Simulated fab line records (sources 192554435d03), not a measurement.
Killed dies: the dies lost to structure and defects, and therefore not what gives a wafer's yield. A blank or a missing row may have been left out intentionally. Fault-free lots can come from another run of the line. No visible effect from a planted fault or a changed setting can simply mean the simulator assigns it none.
Chamber matching / flow n5_finfet / 4 sister chambers for N5_MOL_CONTACT_COAG_ETCH_66 on rie_diel-05
The step etches SiARC in CF4, target depth 13 nm, time 21.7 s. 22 wafers are shown with their chamber, then 11 later ones without.

== WAFERS WITH THEIR CHAMBER ==
wafer=L078.1; chamber=1; drypump_motor_current_A (A)=6.6; showerhead_plenum_p_Torr (Torr)=2.15; throttle_valve_pct (%)=15.44
wafer=L078.2; chamber=3; drypump_motor_current_A (A)=6.0; showerhead_plenum_p_Torr (Torr)=2.08; throttle_valve_pct (%)=15.74
wafer=L078.3; chamber=0; drypump_motor_current_A (A)=5.7; showerhead_plenum_p_Torr (Torr)=2.26; throttle_valve_pct (%)=15.64
wafer=L078.4; chamber=2; drypump_motor_current_A (A)=6.1; showerhead_plenum_p_Torr (Torr)=2.21; throttle_valve_pct (%)=15.90
wafer=L078.5; chamber=0; drypump_motor_current_A (A)=5.7; showerhead_plenum_p_Torr (Torr)=2.26; throttle_valve_pct (%)=15.65
wafer=L078.6; chamber=3; drypump_motor_current_A (A)=6.0; showerhead_plenum_p_Torr (Torr)=2.08; throttle_valve_pct (%)=15.73
wafer=L083.3; chamber=0; drypump_motor_current_A (A)=5.7; showerhead_plenum_p_Torr (Torr)=2.26; throttle_valve_pct (%)=15.65
wafer=L083.4; chamber=0; drypump_motor_current_A (A)=5.7; showerhead_plenum_p_Torr (Torr)=2.26; throttle_valve_pct (%)=15.64
wafer=L083.5; chamber=1; drypump_motor_current_A (A)=6.6; showerhead_plenum_p_Torr (Torr)=2.15; throttle_valve_pct (%)=15.47
wafer=L085.2; chamber=0; drypump_motor_current_A (A)=5.7; showerhead_plenum_p_Torr (Torr)=2.26; throttle_valve_pct (%)=15.67
wafer=L085.3; chamber=2; drypump_motor_current_A (A)=6.1; showerhead_plenum_p_Torr (Torr)=2.21; throttle_valve_pct (%)=15.91
wafer=L085.4; chamber=1; drypump_motor_current_A (A)=6.6; showerhead_plenum_p_Torr (Torr)=2.15; throttle_valve_pct (%)=15.47
wafer=L088.1; chamber=1; drypump_motor_current_A (A)=6.6; showerhead_plenum_p_Torr (Torr)=2.15; throttle_valve_pct (%)=15.47
wafer=L088.2; chamber=0; drypump_motor_current_A (A)=5.7; showerhead_plenum_p_Torr (Torr)=2.26; throttle_valve_pct (%)=15.68
wafer=L088.4; chamber=2; drypump_motor_current_A (A)=6.0; showerhead_plenum_p_Torr (Torr)=2.20; throttle_valve_pct (%)=15.91
wafer=L089.2; chamber=0; drypump_motor_current_A (A)=5.7; showerhead_plenum_p_Torr (Torr)=2.25; throttle_valve_pct (%)=15.66
wafer=L089.3; chamber=2; drypump_motor_current_A (A)=6.0; showerhead_plenum_p_Torr (Torr)=2.20; throttle_valve_pct (%)=15.92
wafer=L089.5; chamber=2; drypump_motor_current_A (A)=6.0; showerhead_plenum_p_Torr (Torr)=2.20; throttle_valve_pct (%)=15.94
wafer=L092.1; chamber=3; drypump_motor_current_A (A)=6.0; showerhead_plenum_p_Torr (Torr)=2.07; throttle_valve_pct (%)=15.79
wafer=L092.2; chamber=1; drypump_motor_current_A (A)=6.6; showerhead_plenum_p_Torr (Torr)=2.14; throttle_valve_pct (%)=15.51
wafer=L092.6; chamber=1; drypump_motor_current_A (A)=6.6; showerhead_plenum_p_Torr (Torr)=2.14; throttle_valve_pct (%)=15.49
wafer=L094.1; chamber=3; drypump_motor_current_A (A)=6.0; showerhead_plenum_p_Torr (Torr)=2.07; throttle_valve_pct (%)=15.80

SIGNATURES (means of the wafers above)
reading=drypump_motor_current_A; chamber 0=5.700; chamber 1=6.600; chamber 2=6.040; chamber 3=6.000; scatter within a chamber=0.0258
reading=showerhead_plenum_p_Torr; chamber 0=2.2586; chamber 1=2.1467; chamber 2=2.2040; chamber 3=2.0750; scatter within a chamber=0.00494
reading=throttle_valve_pct; chamber 0=15.6557; chamber 1=15.4750; chamber 2=15.9160; chamber 3=15.7650; scatter within a chamber=0.022
Rule: a wafer lies at a distance from a chamber equal to the root of the sum of squares, over the readings, of (its reading less the chamber's mean, divided by the reading's scatter). The wafer belongs to the nearest chamber; if the next one is less than 2 further off, it can't be placed. The scatter is the square root of a quotient: the sum, over the shown wafers, of each reading's squared deviation from its chamber's mean, divided by wafers minus chambers.

== WAFERS WITH NO CHAMBER GIVEN ==
wafer=L094.2; drypump_motor_current_A (A)=6.6; showerhead_plenum_p_Torr (Torr)=2.14; throttle_valve_pct (%)=15.50
wafer=L094.3; drypump_motor_current_A (A)=6.0; showerhead_plenum_p_Torr (Torr)=2.20; throttle_valve_pct (%)=15.96
wafer=L096.2; drypump_motor_current_A (A)=6.0; showerhead_plenum_p_Torr (Torr)=2.20; throttle_valve_pct (%)=15.96
wafer=L096.3; drypump_motor_current_A (A)=5.7; showerhead_plenum_p_Torr (Torr)=2.25; throttle_valve_pct (%)=15.71
wafer=L096.6; drypump_motor_current_A (A)=6.0; showerhead_plenum_p_Torr (Torr)=2.20; throttle_valve_pct (%)=15.94
wafer=L097.1; drypump_motor_current_A (A)=6.6; showerhead_plenum_p_Torr (Torr)=2.14; throttle_valve_pct (%)=15.50
wafer=L097.2; drypump_motor_current_A (A)=6.0; showerhead_plenum_p_Torr (Torr)=2.20; throttle_valve_pct (%)=15.96
wafer=L097.3; drypump_motor_current_A (A)=6.0; showerhead_plenum_p_Torr (Torr)=2.07; throttle_valve_pct (%)=15.79
wafer=L097.4; drypump_motor_current_A (A)=5.7; showerhead_plenum_p_Torr (Torr)=2.25; throttle_valve_pct (%)=15.72
wafer=L097.5; drypump_motor_current_A (A)=6.0; showerhead_plenum_p_Torr (Torr)=2.07; throttle_valve_pct (%)=15.80
wafer=L097.6; drypump_motor_current_A (A)=5.7; showerhead_plenum_p_Torr (Torr)=2.25; throttle_valve_pct (%)=15.71

== WHICH CHAMBER EACH ONE RAN IN ==
wafer=L094.2; from the rows above=1; in truth=1
wafer=L094.3; from the rows above=2; in truth=2
wafer=L096.2; from the rows above=2; in truth=2
wafer=L096.3; from the rows above=0; in truth=0
wafer=L096.6; from the rows above=2; in truth=2
wafer=L097.1; from the rows above=1; in truth=1
wafer=L097.2; from the rows above=2; in truth=2
wafer=L097.3; from the rows above=3; in truth=3
wafer=L097.4; from the rows above=0; in truth=0
wafer=L097.5; from the rows above=3; in truth=3
wafer=L097.6; from the rows above=0; in truth=0
Correct placement for 11 of the 11. Left unplaced by these rows: 0. Placed wrongly: 0.
